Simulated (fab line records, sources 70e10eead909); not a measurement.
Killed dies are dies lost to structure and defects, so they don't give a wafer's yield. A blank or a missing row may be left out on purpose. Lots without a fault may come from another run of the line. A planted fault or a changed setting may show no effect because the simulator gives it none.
Which tool did it? | flow nand_harc | 7 lots, 20 wafers sampled, at 5 steps of a route of 1159

WHAT THE GAUGES READ, wafer by wafer
NHARC_END_SORT_01.
lot  | measured     | on        | killed_at_array
L928 | day 24 01:52 | prober-01 | 32 664 22

WHICH TOOL RAN EACH LOT (tool, then ch and the chambers of the sampled wafers, then the start)
lot  | NHARC_A_STAIRCASE_ETCH_253         | NHARC_A_STAIRCASE_STRIP_254          | NHARC_A_STAIRCASE_HM_DEP_456  | NHARC_A_STAIRCASE_ALD_415
L919 | rie_diel-13 ch 0,1,2, day 11 08:35 | plasma_asher-01 ch 0,1, day 11 08:40 | acl_dep-01 ch 0, day 11 09:47 | ald_hk-02 ch 1,2,3, day 11 21:56
L921 | rie_diel-01 ch 0,2,3, day 11 20:02 | plasma_asher-02 ch 0,1, day 11 20:07 | acl_dep-02 ch 0, day 11 20:56 | ald_hk-02 ch 0,1,2, day 12 07:52
L923 | rie_diel-06 ch 0,1,3, day 12 10:09 | plasma_asher-01 ch 0,1, day 12 10:17 | acl_dep-02 ch 0, day 12 11:03 | ald_hk-02 ch 1,2, day 12 20:52
L927 | rie_diel-01 ch 3, day 13 16:59     | plasma_asher-01 ch 1, day 13 17:08   | acl_dep-02 ch 0, day 13 23:06 | ald_hk-04 ch 2,3, day 14 12:34
L928 | rie_diel-13 ch 0,1,3, day 14 04:16 | plasma_asher-01 ch 0,1, day 14 04:29 | acl_dep-02 ch 0, day 14 08:30 | ald_hk-04 ch 1,2,3, day 14 20:20
L939 | rie_diel-01 ch 0,2, day 16 11:52   | plasma_asher-02 ch 0,1, day 16 12:00 | acl_dep-01 ch 0, day 16 14:46 | ald_hk-02 ch 0,3, day 17 02:13
L941 | rie_diel-13 ch 0,2, day 17 09:29   | plasma_asher-02 ch 0, day 17 09:37   | acl_dep-03 ch 0, day 17 11:10 | ald_hk-02 ch 0,1,3, day 17 21:14
- NHARC_A_STAIRCASE_ETCH_253: etches the open film in C4F8/O2, target depth 50 nm, time 20.2 s.
- NHARC_A_STAIRCASE_STRIP_254: strips in O2.
- NHARC_A_STAIRCASE_HM_DEP_456: deposits aC, target thk 1500 nm.
- NHARC_A_STAIRCASE_ALD_415: deposits SiO2, target thk 30 nm, pulse time 6 s, ald cycles 300.

THE ANSWER, worked out from the rows above alone
Rule: what is usual is taken from the lots themselves. Put in order of their means at a reading, lots are off if they are a third of the lots or fewer, leave a main group of 4 or more, and stand apart from it by a gap of 3 or more times the standard deviation of the main group's means; of several such gaps the widest counts. A main group whose means are all the same, to the digits that the tables above print for the reading, isn't used. A lot without any number at a reading at which 4 lots or more have one is off too. The other lots that the step has rows for count as sound.
No lot is off at any reading shown: from this, nothing can be told.

WHAT THE SIMULATOR HAD PUT IN
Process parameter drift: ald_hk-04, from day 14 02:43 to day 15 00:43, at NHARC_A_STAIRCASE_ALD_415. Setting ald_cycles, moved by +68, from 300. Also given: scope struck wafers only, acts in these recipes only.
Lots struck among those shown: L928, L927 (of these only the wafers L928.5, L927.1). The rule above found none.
